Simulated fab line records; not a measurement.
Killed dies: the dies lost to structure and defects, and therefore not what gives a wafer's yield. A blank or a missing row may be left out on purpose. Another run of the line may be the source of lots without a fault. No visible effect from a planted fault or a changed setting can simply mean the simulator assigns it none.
Which tool was responsible? | flow n5 finfet | 11 lots, 33 wafers sampled, at 4 steps of a route of 1938

== WHAT THE GAUGES READ, wafer by wafer ==
The record holds no reading of a measuring or inspecting step that can be judged against a usual standard deviation.

== EACH LOT AND THE TOOL THAT RAN IT (in order: tool; ch and the chambers of the sampled wafers; start) ==
lot  | N5_BEOL_M10_STRIP_36               | N5_PASSIVATION_VIA_ETCH_13         | N5_PASSIVATION_AL_ETCH_33         | N5_PASSIVATION_PROBE_49
L428 | rie diel-06 ch 0,1,2, day 9 23:22  | rie diel-01 ch 0,1,2, day 11 21:07 | rie metal-01 ch 0,1, day 11 22:49 | -
L429 | rie diel-03 ch 0,2,3, day 10 08:10 | rie diel-02 ch 0,1,3, day 12 02:25 | rie metal-02 ch 0,1, day 12 04:02 | -
L430 | rie diel-04 ch 0,1,3, day 10 08:11 | rie diel-05 ch 0,3, day 12 06:19   | rie metal-03 ch 0,1, day 12 08:14 | -
L438 | rie diel-03 ch 1,2,3, day 12 07:50 | rie diel-05 ch 0,3, day 14 01:45   | rie metal-01 ch 0,1, day 14 04:55 | prober-02, day 14 09:40
L440 | rie diel-04 ch 0,1, day 12 23:51   | rie diel-01 ch 1,3, day 15 14:00   | rie metal-01 ch 1, day 15 15:40   | prober-01, day 15 21:07
L444 | rie diel-04 ch 0,1,3, day 13 22:20 | rie diel-05 ch 1,2,3, day 16 04:41 | rie metal-01 ch 1, day 16 06:16   | prober-02, day 16 11:50
L441 | rie diel-04 ch 1,3, day 13 22:49   | rie diel-02 ch 1,3, day 16 03:35   | rie metal-01 ch 0,1, day 16 05:07 | prober-01, day 16 10:00
L447 | rie diel-06 ch 2,3, day 15 07:13   | rie diel-01 ch 0,3, day 17 08:12   | rie metal-02 ch 0,1, day 17 09:43 | -
L450 | rie diel-03 ch 0,1,3, day 16 03:27 | rie diel-05 ch 0,1,2, day 18 03:14 | rie metal-03 ch 0,1, day 18 04:55 | -
L449 | rie diel-03 ch 1,3, day 16 03:55   | rie diel-05 ch 1,2, day 18 07:26   | rie metal-01 ch 0,1, day 18 08:59 | -
L451 | rie diel-03 ch 1,2, day 16 10:20   | rie diel-05 ch 0,2,3, day 18 16:46 | rie metal-01 ch 0,1, day 18 18:19 | -
- N5_BEOL_M10_STRIP_36: strips in N2/H2.
- N5_PASSIVATION_VIA_ETCH_13: etches SiO2 in CHF3/O2, target depth 660 nm, time 330 s.
- N5_PASSIVATION_AL_ETCH_33: etches Al in Cl2/BCl3, stops on TaN, target depth 2800 nm, time 466.7 s.
- N5_PASSIVATION_PROBE_49

== WHAT THE TOOLS THEMSELVES READ (means of the sampled wafers that have a number; where no wafer has one, the mark that the record gives instead) ==
N5_BEOL_M10_STRIP_36. Usual: drypump motor current A 5.5 A, standard deviation 0.34; oes product au 0.82 a.u., standard deviation 0.067; rf vpp V 59.3 V, standard deviation 2.1; showerhead plenum p Torr 2.55 Torr, standard deviation 0.086; throttle valve pct 23.7 %, standard deviation 0.37.
lot  | tool        | drypump motor current A (A) | oes product au (a.u.) | rf vpp V (V) | showerhead plenum p Torr (Torr) | throttle valve pct (%) | flag
L428 | rie diel-06 | 5.3                         | 0.75                  | 57.7         | 2.47                            | 23.7                   |
L429 | rie diel-03 | 5.5                         | 0.87                  | 60.1         | 2.59                            | 23.7                   |
L430 | rie diel-04 | 5.5                         | 0.86                  | 60.2         | 2.62                            | 23.5                   |
L438 | rie diel-03 | 5.6                         | 0.88                  | 60.0         | 2.59                            | 23.5                   |
L440 | rie diel-04 | 5.7                         | 0.84                  | 58.3         | 2.62                            | 23.7                   |
L444 | rie diel-04 | 5.6                         | 0.82                  | 59.1         | 2.60                            | 23.5                   |
L441 | rie diel-04 | 5.6                         | 0.85                  | 61.0         | 2.57                            | 23.4                   |
L447 | rie diel-06 | 6.0                         | 0.90                  | 59.8         | 2.54                            | 23.9                   |
L450 | rie diel-03 | 5.4                         | 0.83                  | 59.5         | 2.50                            | 23.7                   |
L449 | rie diel-03 | 5.6                         | 0.86                  | 58.2         | 2.51                            | 23.6                   |
L451 | rie diel-03 | 5.6                         | 0.82                  | 58.0         | 2.60                            | 23.3                   |

N5_PASSIVATION_VIA_ETCH_13. Usual: drypump motor current A 5.9 A, standard deviation 0.32; etch rf on time s 235 s, standard deviation 3.5; mfc ar sccm 200.0 sccm, standard deviation 0.55; oes product au 0.73 a.u., standard deviation 0.073; rf fwd power W 647.7 W, standard deviation 2.2; rf vpp V 524 V, standard deviation 4.2; showerhead plenum p Torr 2.41 Torr, standard deviation 0.042; throttle valve pct 18.84 %, standard deviation 0.24.
lot  | tool        | drypump motor current A (A) | etch rf on time s (s) | mfc ar sccm (sccm) | oes product au (a.u.) | rf fwd power W (W) | rf vpp V (V) | showerhead plenum p Torr (Torr) | throttle valve pct (%) | flag
L428 | rie diel-01 | 5.9                         | 231                   | 200.3              | 0.78                  | 647.2              | 527          | 2.43                            | 18.73                  |
L429 | rie diel-02 | 5.8                         | 238                   | 200.0              | 0.66                  | 646.3              | 523          | 2.41                            | 18.92                  |
L430 | rie diel-05 | 6.1                         | 233                   | 200.5              | 0.71                  | 648.0              | 522          | 2.45                            | 18.99                  |
L438 | rie diel-05 | 6.0                         | 235                   | 200.4              | 0.82                  | 649.2              | 524          | 2.46                            | 18.72                  |
L440 | rie diel-01 | 5.9                         | 235                   | 199.7              | 0.76                  | 647.5              | 521          | 2.34                            | 18.81                  |
L444 | rie diel-05 | 5.8                         | 237                   | 200.0              | 0.74                  | 647.5              | 526          | 2.44                            | 18.66                  |
L441 | rie diel-02 | 6.2                         | 236                   | 199.7              | 0.63                  | 647.4              | 525          | 2.39                            | 19.06                  |
L447 | rie diel-01 | 6.0                         | 236                   | 199.6              | 0.71                  | 648.7              | 526          | 2.35                            | 18.96                  |
L450 | rie diel-05 | 5.8                         | 236                   | 200.6              | 0.71                  | 648.1              | 524          | 2.42                            | 18.85                  |
L449 | rie diel-05 | 5.7                         | 237                   | 200.7              | 0.71                  | 651.5              | 524          | 2.42                            | 18.68                  |
L451 | rie diel-05 | 5.9                         | 237                   | 199.9              | 0.72                  | 650.4              | 525          | 2.43                            | 18.84                  |

N5_PASSIVATION_AL_ETCH_33. Usual: drypump motor current A 5.7 A, standard deviation 0.57; oes product au 0.73 a.u., standard deviation 0.076; rf fwd power W 899.1 W, standard deviation 2.6; throttle valve pct 34.06 %, standard deviation 0.21.
lot  | tool         | drypump motor current A (A) | oes product au (a.u.) | rf fwd power W (W) | throttle valve pct (%) | flag
L428 | rie metal-01 | 6.1                         | 0.63                  | 901.6              | 34.13                  |
L429 | rie metal-02 | 5.2                         | 0.73                  | 898.7              | 34.11                  |
L430 | rie metal-03 | 6.0                         | 0.80                  | 897.4              | 34.18                  |
L438 | rie metal-01 | 5.6                         | 0.66                  | 898.0              | 34.00                  |
L440 | rie metal-01 | 5.2                         | 0.68                  | 900.3              | 33.96                  |
L444 | rie metal-01 | 5.2                         | 0.68                  | 900.9              | 33.95                  |
L441 | rie metal-01 | 6.1                         | 0.80                  | 903.4              | 34.02                  |
L447 | rie metal-02 | 5.2                         | 0.70                  | 896.1              | 34.11                  |
L450 | rie metal-03 | 6.0                         | 0.76                  | 896.6              | 34.17                  |
L449 | rie metal-01 | 5.6                         | 0.72                  | 901.3              | 33.99                  |
L451 | rie metal-01 | 5.6                         | 0.72                  | 899.3              | 33.98                  |

N5_PASSIVATION_PROBE_49. Usual: defect limited yield 91.4 %, standard deviation 1.6; killed_at_M0_to_M3 34, standard deviation 12; killed_at_M4_up 13, standard deviation 5.2; killed at contacts 11, standard deviation 5.5; killed at front end 40, standard deviation 13; killed at other 3.4, standard deviation 2.7; killed dies 102, standard deviation 19; killed open 66, standard deviation 15; killed short 33, standard deviation 7.9; sort_bin_5_function 5.1 %, standard deviation 1.1; sort_bin_6_memory 3.2 %, standard deviation 0.7; sort n pass 1078, standard deviation 19; sort yield pct 91.4 %, standard deviation 1.6.
lot  | tool      | defect limited yield (%) | killed_at_M0_to_M3 | killed_at_M4_up | killed at contacts | killed at front end | killed at other | killed dies | killed open | killed short | sort_bin_5_function (%) | sort_bin_6_memory (%) | sort n pass | sort yield pct (%) | flag
L438 | prober-02 | 88.9                     | 39                 | 44              | 9                  | 33                  | 5.7             | 131         | 63          | 31           | 6.8                     | 3.3                   | 1049        | 88.9               | OFF
L440 | prober-01 | 90.4                     | 21                 | 16              | 5                  | 66                  | 5.3             | 113         | 78          | 34           | 5.5                     | 3.8                   | 1067        | 90.4               |
L444 | prober-02 | 93.0                     | 27                 | 8               | 12                 | 35                  | 0.7             | 82          | 51          | 30           | 3.7                     | 2.9                   | 1098        | 93.0               |
L441 | prober-01 | 91.3                     | 39                 | 8               | 6                  | 47                  | 3.0             | 103         | 66          | 37           | 5.0                     | 3.3                   | 1077        | 91.3               |

== THE ANSWER, worked out from the rows above alone ==
Rule: take the mean of a lot's wafers that have a number; if it is more than 3 standard deviations from the usual mean, the lot is off. Also off: a lot with no number at a reading for which 4 or more lots have one. All remaining lots with rows at the step are treated as sound. First the gauges in route order, then the tools' own readings, where a lot's mean is used as printed above. The first step at which some lot is off is used, and at that step the reading that is off furthest; a lot without a number counts as furthest.
Off at N5_PASSIVATION_PROBE_49 (killed_at_M4_up): L438. Neither off nor sound, because the step has no rows for them: L428, L429, L430, L447, L450, L449, L451.
A tool fits if, at that step or a process step before it, it ran every lot that is off, and no sound lot after the first of them. One fits: rie diel-03 at N5_BEOL_M10_STRIP_36. It ran no sound lot before its first lot that is off in this sample, so the start can't be narrowed down.

== WHAT THE SIMULATOR HAD PUT IN ==
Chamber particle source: rie diel-03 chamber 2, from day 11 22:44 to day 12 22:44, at N5_BEOL_M10_STRIP_36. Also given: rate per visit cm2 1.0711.
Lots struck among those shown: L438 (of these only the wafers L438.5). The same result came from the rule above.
